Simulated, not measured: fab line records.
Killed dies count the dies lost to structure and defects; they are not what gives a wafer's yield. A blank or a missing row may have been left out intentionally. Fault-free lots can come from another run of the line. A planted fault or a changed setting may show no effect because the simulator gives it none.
fab line records	flow n5Finfet
record lots=24	wafers=72	lastDay=17
route steps=1938 shown BEOL_M0_SAQP@650
lots that met no fault: from a run of the same line without faults
startH: the number of hours between the record's first day and the start of the first shown wafer of the lot	waitH: time in hours since the lot's previous step	" repeats the value in the row above	L1.1+2: a row that stands for several wafers	- no value, or no start was given	* or withheld: withheld	< > ~ a bound
route shown NAME@n: names a module that has steps shown in the file, with the first one's number in the route	usual: average and standard deviation across the fault-free wafers	same: alike in all rows	chamber/n: place in a boat	sites: per-site readings	_std_site: standard deviation of those values	_edge_site: outer sites' mean less inner sites'	radiusMm: for every site, how far away it sits from the centre of the wafer	mask NAME#n: copy n	behind: tool/chamber where the wafer was last shaped	hold: the reason the lot was held/the length of the hold in hours/how it ended	device: whichever transistor did not switch (one of n, p or np)	end of line: at the end of the route, the tests of the same wafers	where a step has no rows: the recipe by itself	killed: dies lost to structure and defects at the first sort, not the wafer's yield	map: the dies of a wafer, with x for killed, . for not killed, _ for no die there
set.NAME: the setting the step ran with; set.NAME@STEP: the setting that earlier step ran with	model.NAME: the simulator's own value behind a step, which no gauge read
the route's steps for a sample of lots (tables are steps, rows are wafers)
services: when a tool's chamber went out of use (startH, in hours from the record's first day, below 0 if earlier), for how many hours, and the reason
## steps
# step N5_BEOL_M0_SAQP_OVL_MEAS_15
# recipe pointsPerWafer=44
# usual M0_CORE_OVL=0.2/0.9
lot.wafer	tool	chamber	startH	waitH	M0_CORE_OVL[nm]
L074.2	overlay-01	0	106.35	0.0	0.3
L074.3	"	0	"	"	-0.7
L074.6	"	0	"	"	-0.1
L075.1	overlay-02	0	111.77	0.0	0.6
L075.4	"	0	"	"	2.2
L075.6	"	0	"	"	0.7
L076.1	overlay-02	0	122.90	0.0	0.5
L076.3	"	0	"	"	-0.6
L076.5	"	0	"	"	-1.0
L077.2	overlay-02	0	129.23	0.0	0.2
L077.3	"	0	"	"	0.2
L077.4	"	0	"	"	-0.7
L078.2	overlay-02	0	135.20	0.0	0.4
L078.3	"	0	"	"	0.6
L078.6	"	0	"	"	0.5
L079.1	overlay-01	0	138.84	0.0	-1.2
L079.4	"	0	"	"	-0.8
L079.6	"	0	"	"	-1.5
L080.1	overlay-02	0	140.78	0.0	0.0
L080.4	"	0	"	"	-0.3
L080.5	"	0	"	"	1.0
L081.1	overlay-01	0	150.86	0.0	1.9
L081.4	"	0	"	"	0.2
L081.5	"	0	"	"	1.3
L082.1	overlay-02	0	155.81	0.0	0.1
L082.2	"	0	"	"	-1.5
L082.5	"	0	"	"	-0.6
L083.3	overlay-01	0	160.07	0.0	1.6
L083.4	"	0	"	"	0.8
L083.6	"	0	"	"	0.2
L084.2	overlay-01	0	162.39	0.0	0.1
L084.3	"	0	"	"	0.5
L084.5	"	0	"	"	0.7
L085.3	overlay-02	0	173.51	0.0	1.3
L085.4	"	0	"	"	1.8
L085.5	"	0	"	"	0.5
L086.3	overlay-02	0	183.38	0.0	-0.5
L086.5	"	0	"	"	1.1
L086.6	"	0	"	"	0.0
L087.2	overlay-01	0	192.89	0.0	-1.1
L087.3	"	0	"	"	-0.2
L087.5	"	0	"	"	-0.2
L088.1	overlay-02	0	193.88	0.0	0.0
L088.2	"	0	"	"	-0.9
L088.4	"	0	"	"	-0.2
L089.3	overlay-01	0	199.01	0.0	1.9
L089.5	"	0	"	"	2.1
L089.6	"	0	"	"	1.1
L090.1	overlay-02	0	200.74	0.0	-1.8
L090.5	"	0	"	"	-0.4
L090.6	"	0	"	"	-0.4
L091.1	overlay-02	0	206.79	0.0	0.9
L091.2	"	0	"	"	0.4
L091.4	"	0	"	"	0.3
L092.1	overlay-01	0	215.29	0.0	-0.1
L092.2	"	0	"	"	1.0
L092.4	"	0	"	"	1.1
L093.1	overlay-01	0	219.64	0.0	0.7
L093.3	"	0	"	"	0.3
L093.5	"	0	"	"	-0.4
L094.1	overlay-01	0	228.39	0.0	-0.5
L094.3	"	0	"	"	0.2
L094.4	"	0	"	"	-0.6
L095.3	overlay-01	0	231.94	0.0	-0.2
L095.4	"	0	"	"	0.2
L095.6	"	0	"	"	1.0
L096.2	overlay-01	0	239.54	0.0	-0.1
L096.4	"	0	"	"	-0.5
L096.6	"	0	"	"	-1.0
L097.3	overlay-01	0	247.01	0.0	0.7
L097.5	"	0	"	"	-0.6
L097.6	"	0	"	"	-0.6
# step N5_BEOL_M0_SAQP_DESCUM_19
# recipe chemistry=O2	timeS=7.9	sourcePowerW=50	biasPowerW=20	pressureMtorr=20	rfFrequencyHz=2.712e+07	tempC=40	resist=CAR-ArF	o2FlowSccm=225
# usual drypumpMotorCurrentA=5.7/0.5	oesProductAu=0.75/0.048	rfVppV=243.0/1.2	showerheadPlenumPTorr=2.08/0.06	throttleValvePct=20.56/0.21
# same timeS=7.9
lot.wafer	tool	chamber	startH	waitH	drypumpMotorCurrentA	oesProductAu	rfHoursCounterH	rfVppV	showerheadPlenumPTorr	throttleValvePct
L074.2	rieDiel-05	0	106.48	0.1	5.8	0.80	99	241.2	2.03	20.40
L074.3	"	3	"	"	4.7	0.77	149	242.7	2.09	20.42
L074.6	"	2	"	"	6.3	0.78	-	245.2	2.11	20.72
L075.1	rieDiel-06	0	111.83	0.0	6.1	0.82	87	243.5	2.21	20.18
L075.4	"	2	"	"	6.3	0.71	200	244.0	2.17	20.70
L075.6	"	2	"	"	6.2	0.71	-	244.9	2.17	20.73
L076.1	rieDiel-06	1	122.96	0.0	5.3	0.74	148	244.2	2.11	20.89
L076.3	"	2	"	"	6.3	0.72	203	245.2	2.17	20.71
L076.5	"	3	"	"	5.6	0.73	-	242.1	2.01	20.55
L077.2	rieDiel-06	2	129.28	0.0	6.2	0.72	205	246.5	2.17	20.73
L077.3	"	0	"	"	6.1	0.82	93	245.5	2.21	20.17
L077.4	"	1	"	"	5.4	0.74	149	243.1	2.11	20.88
L078.2	rieDiel-05	0	135.26	0.0	5.9	0.80	107	242.3	2.03	20.41
L078.3	"	2	"	"	6.3	0.77	129	242.1	2.11	20.76
L078.6	"	1	"	"	5.2	0.71	-	245.0	2.08	20.76
L079.1	rieDiel-01	0	139.03	0.2	5.3	0.83	71	244.3	2.10	20.27
L079.4	"	2	"	"	5.9	0.86	50	242.6	2.02	20.28
L079.6	"	2	"	"	5.9	0.87	-	242.0	2.02	20.26
L080.1	rieDiel-05	1	140.84	0.0	5.2	0.71	173	243.3	2.08	20.76
L080.4	"	0	"	"	5.9	0.79	109	242.1	2.03	20.41
L080.5	"	3	"	"	4.7	0.76	-	242.0	2.09	20.44
L081.1	rieDiel-01	1	151.13	0.2	6.4	0.72	203	239.4	1.97	20.53
L081.4	"	0	"	"	5.3	0.83	75	243.7	2.10	20.30
L081.5	"	3	"	"	5.7	0.74	-	242.4	2.08	20.51
L082.1	rieDiel-01	0	155.87	0.0	5.3	0.83	77	243.2	2.10	20.29
L082.2	"	3	"	"	5.8	0.75	167	242.6	2.08	20.50
L082.5	"	2	"	"	5.9	0.86	-	241.7	2.02	20.28
L083.3	rieDiel-01	0	160.38	0.3	5.3	0.83	78	243.1	2.10	20.28
L083.4	"	1	"	"	6.4	0.72	205	242.0	1.97	20.53
L083.6	"	3	"	"	5.8	0.74	-	242.3	2.08	20.49
L084.2	rieDiel-01	2	162.45	0.0	5.9	0.86	57	242.0	2.02	20.29
L084.3	"	1	"	"	6.4	0.73	206	241.9	1.97	20.53
L084.5	"	3	"	"	5.7	0.74	-	242.5	2.08	20.48
L085.3	rieDiel-01	1	173.71	0.2	6.4	0.72	209	241.1	1.97	20.54
L085.4	"	0	"	"	5.3	0.82	81	243.2	2.10	20.29
L085.5	"	3	"	"	5.7	0.74	-	243.8	2.08	20.52
L086.3	rieDiel-06	0	183.43	0.0	6.1	0.79	109	245.5	2.20	20.21
L086.5	"	1	"	"	5.4	0.72	-	242.6	2.11	20.91
L086.6	"	2	"	"	6.3	0.71	-	244.6	2.16	20.74
L087.2	rieDiel-06	3	193.12	0.2	5.7	0.71	197	241.0	2.00	20.59
L087.3	"	0	"	"	6.1	0.79	112	244.2	2.20	20.22
L087.5	"	2	"	"	6.3	0.69	-	242.9	2.16	20.76
L088.1	rieDiel-05	2	193.94	0.0	6.3	0.76	146	241.9	2.10	20.76
L088.2	"	0	"	"	5.9	0.78	124	241.0	2.02	20.45
L088.4	"	3	"	"	4.7	0.76	175	243.4	2.08	20.47
L089.3	rieDiel-06	0	199.07	0.0	6.2	0.79	114	244.6	2.20	20.20
L089.5	"	3	"	"	5.7	0.71	-	242.5	2.00	20.60
L089.6	"	0	"	"	6.2	0.78	-	244.9	2.20	20.21
L090.1	rieDiel-06	3	200.80	0.0	5.7	0.71	200	240.8	2.00	20.61
L090.5	"	0	"	"	6.2	0.79	-	242.4	2.20	20.21
L090.6	"	1	"	"	5.3	0.71	-	242.2	2.10	20.92
L091.1	rieDiel-06	3	206.85	0.0	5.6	0.70	201	241.7	2.00	20.60
L091.2	"	2	"	"	6.3	0.70	227	243.1	2.16	20.77
L091.4	"	0	"	"	6.1	0.79	116	244.7	2.20	20.21
L092.1	rieDiel-05	3	215.35	0.0	4.7	0.76	183	243.6	2.08	20.47
L092.2	"	1	"	"	5.2	0.70	194	245.3	2.07	20.80
L092.4	"	2	"	"	6.3	0.75	153	242.4	2.10	20.76
L093.1	rieDiel-05	3	219.94	0.3	4.7	0.75	184	242.4	2.08	20.47
L093.3	"	0	"	"	5.9	0.77	132	241.8	2.02	20.44
L093.5	"	2	"	"	6.3	0.74	-	242.2	2.10	20.76
L094.1	rieDiel-01	0	228.45	0.0	5.3	0.81	98	241.8	2.09	20.32
L094.3	"	1	"	"	6.4	0.71	226	241.5	1.97	20.55
L094.4	"	3	"	"	5.7	0.73	-	242.8	2.07	20.56
L095.3	rieDiel-01	0	231.99	0.0	5.3	0.80	99	246.0	2.09	20.32
L095.4	"	2	"	"	5.9	0.83	77	242.5	2.01	20.33
L095.6	"	3	"	"	5.7	0.73	-	244.4	2.07	20.55
L096.2	rieDiel-05	3	239.59	0.0	4.7	0.74	190	242.8	2.08	20.48
L096.4	"	2	"	"	6.3	0.74	160	243.7	2.10	20.77
L096.6	"	0	"	"	5.8	0.77	-	242.9	2.02	20.44
L097.3	rieDiel-05	2	247.08	0.0	6.3	0.74	163	243.4	2.09	20.79
L097.5	"	2	"	"	6.3	0.74	-	243.0	2.10	20.78
L097.6	"	3	"	"	4.7	0.74	-	243.5	2.08	20.49
# step N5_BEOL_M0_SAQP_RECESS_114
# recipe chemistry=HF/NH3	target=SiO2	targetDepthA=144	afsCycles=3	tempC=30	sublimationTempC=180	sublimationTimeS=60
# usual drypumpMotorCurrentA=5.47/0.3
lot.wafer	tool	chamber	startH	waitH	drypumpMotorCurrentA
L074.2	vaporEtch-02	0	106.99	0.0	5.46
L074.3	"	0	"	"	5.47
L074.6	"	0	"	"	5.49
L075.1	vaporEtch-01	1	112.33	0.0	5.87
L075.4	"	1	"	"	5.90
L075.6	"	1	"	"	5.90
L076.1	vaporEtch-01	1	123.47	0.0	5.89
L076.3	"	1	"	"	5.88
L076.5	"	0	"	"	5.55
L077.2	vaporEtch-01	1	129.79	0.0	5.87
L077.3	"	0	"	"	5.54
L077.4	"	1	"	"	5.89
L078.2	vaporEtch-01	0	135.76	0.0	5.56
L078.3	"	0	"	"	5.55
L078.6	"	0	"	"	5.55
L079.1	vaporEtch-02	1	139.60	0.0	5.09
L079.4	"	1	"	"	5.06
L079.6	"	0	"	"	5.49
L080.1	vaporEtch-02	1	141.34	0.0	5.06
L080.4	"	0	"	"	5.46
L080.5	"	1	"	"	5.05
L081.1	vaporEtch-01	1	151.68	0.0	5.84
L081.4	"	1	"	"	5.84
L081.5	"	1	"	"	5.87
L082.1	vaporEtch-02	1	156.37	0.0	5.03
L082.2	"	0	"	"	5.44
L082.5	"	0	"	"	5.47
L083.3	vaporEtch-01	1	161.01	0.1	5.89
L083.4	"	0	"	"	5.56
L083.6	"	1	"	"	5.91
L084.2	vaporEtch-02	0	163.19	0.0	5.46
L084.3	"	0	"	"	5.45
L084.5	"	1	"	"	5.02
L085.3	vaporEtch-02	0	174.42	0.1	5.48
L085.4	"	1	"	"	5.06
L085.5	"	0	"	"	5.45
L086.3	vaporEtch-01	1	184.06	0.1	5.91
L086.5	"	0	"	"	5.55
L086.6	"	1	"	"	5.93
L087.2	vaporEtch-02	0	193.74	0.0	5.47
L087.3	"	1	"	"	5.03
L087.5	"	0	"	"	5.46
L088.1	vaporEtch-02	0	194.50	0.0	5.45
L088.2	"	1	"	"	5.04
L088.4	"	1	"	"	5.05
L089.3	vaporEtch-01	0	199.69	0.1	5.56
L089.5	"	1	"	"	5.90
L089.6	"	0	"	"	5.55
L090.1	vaporEtch-01	1	201.30	0.0	5.89
L090.5	"	0	"	"	5.55
L090.6	"	1	"	"	5.85
L091.1	vaporEtch-02	1	207.35	0.0	5.08
L091.2	"	0	"	"	5.47
L091.4	"	1	"	"	5.05
L092.1	vaporEtch-02	0	215.85	0.0	5.46
L092.2	"	1	"	"	5.07
L092.4	"	0	"	"	5.45
L093.1	vaporEtch-02	1	220.55	0.0	5.07
L093.3	"	0	"	"	5.47
L093.5	"	0	"	"	5.49
L094.1	vaporEtch-01	0	228.99	0.0	5.55
L094.3	"	1	"	"	5.90
L094.4	"	0	"	"	5.55
L095.3	vaporEtch-02	1	232.78	0.1	5.08
L095.4	"	0	"	"	5.46
L095.6	"	1	"	"	5.05
L096.2	vaporEtch-02	0	240.15	0.0	5.44
L096.4	"	1	"	"	5.03
L096.6	"	1	"	"	5.07
L097.3	vaporEtch-01	1	247.70	0.1	5.84
L097.5	"	0	"	"	5.56
L097.6	"	1	"	"	5.83
# step N5_BEOL_M0_SAQP_SPACER1_ETCHBACK_99
# recipe chemistry=CHF3/O2	mode=anisotropicEtchback	target=SiO2	targetDepthA=154	timeS=7.7	pressureMtorr=30	sourceW=650	biasW=170	Ar_flow_sccm=200	CHF3_flow_sccm=50	O2_flow_sccm=5	ionEnergyEv=200
# usual drypumpMotorCurrentA=5.7/0.52	oesProductAu=0.75/0.047	rfVppV=519/8.4	showerheadPlenumPTorr=2.39/0.069	throttleValvePct=19.02/0.19
# same timeS=7.7
lot.wafer	tool	chamber	startH	waitH	drypumpMotorCurrentA	oesProductAu	rfHoursCounterH	rfVppV	showerheadPlenumPTorr	throttleValvePct
L074.2	rieDiel-06	0	107.85	0.3	6.2	0.82	86	521	2.53	18.60
L074.3	"	3	"	"	5.7	0.73	172	513	2.32	19.04
L074.6	"	2	"	"	6.3	0.71	-	524	2.49	19.10
L075.1	rieDiel-01	2	113.19	0.3	5.9	0.87	43	515	2.35	18.82
L075.4	"	3	"	"	5.7	0.75	155	524	2.40	18.98
L075.6	"	0	"	"	5.3	0.83	-	508	2.44	18.83
L076.1	rieDiel-05	2	124.33	0.3	6.3	0.76	124	536	2.44	19.26
L076.3	"	1	"	"	5.2	0.71	167	534	2.41	19.29
L076.5	"	2	"	"	6.3	0.78	-	536	2.44	19.27
L077.2	rieDiel-01	3	130.65	0.3	5.7	0.75	159	523	2.40	18.98
L077.3	"	2	"	"	5.9	0.87	48	512	2.35	18.83
L077.4	"	1	"	"	6.5	0.72	197	517	2.30	19.08
L078.2	rieDiel-05	2	136.79	0.3	6.3	0.77	129	536	2.44	19.25
L078.3	"	0	"	"	5.9	0.80	108	506	2.34	18.85
L078.6	"	3	"	"	4.7	0.76	-	524	2.40	18.90
L079.1	rieDiel-06	3	141.35	0.3	5.7	0.73	182	515	2.31	19.05
L079.4	"	2	"	"	6.3	0.71	209	523	2.48	19.15
L079.6	"	1	"	"	5.4	0.73	-	513	2.40	19.19
L080.1	rieDiel-05	0	142.20	0.3	5.8	0.80	109	509	2.34	18.88
L080.4	"	2	"	"	6.3	0.77	131	535	2.44	19.27
L080.5	"	3	"	"	4.7	0.76	-	523	2.40	18.92
L081.1	rieDiel-06	0	152.54	0.3	6.2	0.82	99	521	2.53	18.63
L081.4	"	2	"	"	6.3	0.70	212	524	2.48	19.15
L081.5	"	1	"	"	5.3	0.72	-	514	2.40	19.18
L082.1	rieDiel-06	3	157.23	0.3	5.6	0.72	187	513	2.31	19.06
L082.2	"	1	"	"	5.4	0.72	159	514	2.40	19.18
L082.5	"	3	"	"	5.7	0.72	-	512	2.31	19.08
L083.3	rieDiel-05	1	161.86	0.4	5.2	0.71	179	534	2.41	19.33
L083.4	"	3	"	"	4.6	0.75	167	524	2.40	18.91
L083.6	"	0	"	"	5.9	0.80	-	506	2.33	18.89
L084.2	rieDiel-06	1	164.53	0.4	5.3	0.71	162	514	2.40	19.18
L084.3	"	2	"	"	6.3	0.70	215	524	2.48	19.16
L084.5	"	1	"	"	5.3	0.71	-	514	2.40	19.19
L085.3	rieDiel-01	3	176.47	0.3	5.7	0.74	173	523	2.39	19.02
L085.4	"	0	"	"	5.3	0.83	82	508	2.44	18.86
L085.5	"	2	"	"	5.8	0.84	-	513	2.34	18.83
L086.3	rieDiel-06	3	185.11	0.3	5.7	0.72	195	513	2.31	19.08
L086.5	"	2	"	"	6.3	0.70	-	525	2.48	19.17
L086.6	"	3	"	"	5.7	0.72	-	514	2.31	19.09
L087.2	rieDiel-05	2	194.62	0.3	6.3	0.76	146	535	2.43	19.29
L087.3	"	1	"	"	5.2	0.70	188	534	2.40	19.31
L087.5	"	0	"	"	5.9	0.77	-	508	2.33	18.89
L088.1	rieDiel-01	1	195.36	0.3	6.4	0.70	215	518	2.29	19.12
L088.2	"	3	"	"	5.7	0.73	179	524	2.39	19.03
L088.4	"	2	"	"	5.9	0.84	67	514	2.34	18.85
L089.3	rieDiel-06	3	200.43	0.3	5.7	0.71	200	513	2.31	19.08
L089.5	"	3	"	"	5.7	0.70	-	513	2.31	19.08
L089.6	"	0	"	"	6.1	0.79	-	519	2.52	18.66
L090.1	rieDiel-05	3	202.64	0.3	4.7	0.74	178	526	2.40	18.96
L090.5	"	0	"	"	5.9	0.78	-	506	2.33	18.91
L090.6	"	3	"	"	4.7	0.74	-	525	2.40	18.94
L091.1	rieDiel-01	3	208.56	0.3	5.7	0.73	183	522	2.39	19.03
L091.2	"	2	"	"	5.9	0.82	71	513	2.34	18.89
L091.4	"	1	"	"	6.4	0.70	219	518	2.29	19.12
L092.1	rieDiel-06	1	216.71	0.3	5.4	0.70	178	514	2.39	19.20
L092.2	"	0	"	"	6.1	0.78	119	519	2.52	18.67
L092.4	"	3	"	"	5.7	0.70	205	513	2.30	19.11
L093.1	rieDiel-05	3	221.41	0.3	4.7	0.74	185	525	2.39	18.94
L093.3	"	1	"	"	5.2	0.70	196	534	2.40	19.35
L093.5	"	3	"	"	4.7	0.73	-	526	2.39	18.95
L094.1	rieDiel-01	0	229.85	0.3	5.3	0.80	98	508	2.43	18.91
L094.3	"	1	"	"	6.4	0.70	227	517	2.29	19.14
L094.4	"	1	"	"	6.4	0.69	-	517	2.29	19.11
L095.3	rieDiel-06	0	233.83	0.4	6.1	0.78	124	521	2.52	18.66
L095.4	"	1	"	"	5.3	0.70	183	515	2.39	19.22
L095.6	"	3	"	"	5.7	0.70	-	514	2.30	19.09
L096.2	rieDiel-05	2	241.32	0.5	6.3	0.74	160	537	2.43	19.32
L096.4	"	3	"	"	4.7	0.72	190	525	2.39	18.95
L096.6	"	0	"	"	5.8	0.77	-	506	2.32	18.90
L097.3	rieDiel-01	1	248.44	0.3	6.4	0.69	233	518	2.28	19.14
L097.5	"	1	"	"	6.4	0.69	-	517	2.28	19.15
L097.6	"	2	"	"	5.9	0.82	-	513	2.33	18.88
# step N5_BEOL_M0_SAQP_CD_MEAS_25
# recipe targetCdNm=13.1	landingEnergyEv=1000	detector=seInlens
# usual cdNm=12.82/0.23
# same landingEnergyEv=1000
lot.wafer	tool	chamber	startH	waitH	cdNm
L074.2	cdSem-02	0	108.04	0.1	12.43
L074.3	"	0	"	"	13.08
L074.6	"	0	"	"	12.94
L075.1	cdSem-01	0	113.39	0.1	12.84
L075.4	"	0	"	"	13.08
L075.6	"	0	"	"	12.65
L076.1	cdSem-02	0	124.52	0.1	12.97
L076.3	"	0	"	"	13.00
L076.5	"	0	"	"	12.85
L077.2	cdSem-03	0	130.85	0.1	12.63
L077.3	"	0	"	"	12.85
L077.4	"	0	"	"	12.73
L078.2	cdSem-01	0	136.99	0.1	12.74
L078.3	"	0	"	"	12.92
L078.6	"	0	"	"	12.77
L079.1	cdSem-03	0	141.55	0.1	12.75
L079.4	"	0	"	"	12.64
L079.6	"	0	"	"	13.09
L080.1	cdSem-02	0	142.40	0.1	12.53
L080.4	"	0	"	"	12.73
L080.5	"	0	"	"	12.73
L081.1	cdSem-01	0	152.74	0.1	12.60
L081.4	"	0	"	"	12.52
L081.5	"	0	"	"	13.00
L082.1	cdSem-02	0	157.43	0.1	12.80
L082.2	"	0	"	"	12.82
L082.5	"	0	"	"	12.90
L083.3	cdSem-02	0	162.06	0.1	12.45
L083.4	"	0	"	"	12.80
L083.6	"	0	"	"	12.55
L084.2	cdSem-02	0	164.74	0.1	12.81
L084.3	"	0	"	"	12.94
L084.5	"	0	"	"	12.80
L085.3	cdSem-03	0	176.67	0.1	12.74
L085.4	"	0	"	"	13.04
L085.5	"	0	"	"	12.83
L086.3	cdSem-03	0	185.31	0.1	13.11
L086.5	"	0	"	"	12.97
L086.6	"	0	"	"	12.24
L087.2	cdSem-02	0	194.82	0.1	12.51
L087.3	"	0	"	"	12.95
L087.5	"	0	"	"	13.40
L088.1	cdSem-03	0	195.56	0.1	12.81
L088.2	"	0	"	"	12.87
L088.4	"	0	"	"	13.04
L089.3	cdSem-01	0	200.63	0.1	12.79
L089.5	"	0	"	"	12.70
L089.6	"	0	"	"	12.06
L090.1	cdSem-02	0	202.84	0.1	12.53
L090.5	"	0	"	"	12.97
L090.6	"	0	"	"	12.34
L091.1	cdSem-01	0	208.75	0.1	12.58
L091.2	"	0	"	"	12.78
L091.4	"	0	"	"	13.10
L092.1	cdSem-01	0	216.91	0.1	12.65
L092.2	"	0	"	"	12.50
L092.4	"	0	"	"	13.34
L093.1	cdSem-01	0	221.61	0.1	12.42
L093.3	"	0	"	"	12.98
L093.5	"	0	"	"	13.08
L094.1	cdSem-03	0	230.05	0.1	12.57
L094.3	"	0	"	"	13.19
L094.4	"	0	"	"	12.81
L095.3	cdSem-01	0	234.03	0.1	12.93
L095.4	"	0	"	"	12.99
L095.6	"	0	"	"	13.18
L096.2	cdSem-03	0	241.52	0.1	12.87
L096.4	"	0	"	"	12.87
L096.6	"	0	"	"	12.74
L097.3	cdSem-02	0	248.64	0.1	12.48
L097.5	"	0	"	"	12.68
L097.6	"	0	"	"	12.90
# step N5_BEOL_M0_SAQP_CD_MEAS_29
# recipe targetCdNm=14.4	landingEnergyEv=1000	detector=seInlens
# usual cdNm=15.01/0.23
# same landingEnergyEv=1000
lot.wafer	tool	chamber	startH	waitH	cdNm
L074.2	cdSem-02	0	109.92	0.1	14.98
L074.3	"	0	"	"	14.99
L074.6	"	0	"	"	14.97
L075.1	cdSem-03	0	115.16	0.1	15.06
L075.4	"	0	"	"	15.31
L075.6	"	0	"	"	14.81
L076.1	cdSem-03	0	126.35	0.1	15.29
L076.3	"	0	"	"	14.93
L076.5	"	0	"	"	15.18
L077.2	cdSem-02	0	132.71	0.1	15.11
L077.3	"	0	"	"	14.77
L077.4	"	0	"	"	15.11
L078.2	cdSem-01	0	138.78	0.1	15.24
L078.3	"	0	"	"	15.14
L078.6	"	0	"	"	15.14
L079.1	cdSem-03	0	143.31	0.1	14.80
L079.4	"	0	"	"	15.27
L079.6	"	0	"	"	14.64
L080.1	cdSem-02	0	144.60	0.1	15.18
L080.4	"	0	"	"	14.95
L080.5	"	0	"	"	14.71
L081.1	cdSem-01	0	154.58	0.1	15.24
L081.4	"	0	"	"	14.79
L081.5	"	0	"	"	15.41
L082.1	cdSem-02	0	159.18	0.1	15.21
L082.2	"	0	"	"	15.06
L082.5	"	0	"	"	15.42
L083.3	cdSem-02	0	164.17	0.1	14.85
L083.4	"	0	"	"	15.05
L083.6	"	0	"	"	15.58
L084.2	cdSem-02	0	166.49	0.1	15.32
L084.3	"	0	"	"	14.97
L084.5	"	0	"	"	14.80
L085.3	cdSem-03	0	178.55	0.1	15.27
L085.4	"	0	"	"	14.81
L085.5	"	0	"	"	15.21
L086.3	cdSem-03	0	187.50	0.1	14.50
L086.5	"	0	"	"	14.68
L086.6	"	0	"	"	15.00
L087.2	cdSem-02	0	196.59	0.1	14.95
L087.3	"	0	"	"	14.83
L087.5	"	0	"	"	15.21
L088.1	cdSem-02	0	197.38	0.1	15.17
L088.2	"	0	"	"	14.94
L088.4	"	0	"	"	15.10
L089.3	cdSem-03	0	202.39	0.1	14.90
L089.5	"	0	"	"	14.71
L089.6	"	0	"	"	14.81
L090.1	cdSem-01	0	204.60	0.1	14.59
L090.5	"	0	"	"	15.06
L090.6	"	0	"	"	14.82
L091.1	cdSem-02	0	210.79	0.1	15.00
L091.2	"	0	"	"	15.33
L091.4	"	0	"	"	15.04
L092.1	cdSem-03	0	219.08	0.1	15.30
L092.2	"	0	"	"	14.80
L092.4	"	0	"	"	14.76
L093.1	cdSem-03	0	223.37	0.1	15.13
L093.3	"	0	"	"	14.85
L093.5	"	0	"	"	15.05
L094.1	cdSem-01	0	231.81	0.1	14.92
L094.3	"	0	"	"	14.77
L094.4	"	0	"	"	14.82
L095.3	cdSem-03	0	236.20	0.1	14.95
L095.4	"	0	"	"	15.12
L095.6	"	0	"	"	14.84
L096.2	cdSem-02	0	243.49	0.1	15.37
L096.4	"	0	"	"	15.07
L096.6	"	0	"	"	15.16
L097.3	cdSem-03	0	250.62	0.1	15.18
L097.5	"	0	"	"	15.27
L097.6	"	0	"	"	15.33
## services
tool	chamber	startH	hours	kind
rieDiel-06	0	131.10	4.3	repair
rieDiel-01	-	163.38	1.2	repair
vaporEtch-01	-	188.59	0.6	repair
vaporEtch-02	0	234.84	2.4	repair
rieDiel-06	1	239.83	1.3	repair
rieDiel-05	0	244.70	16.5	repair
## key
fault none
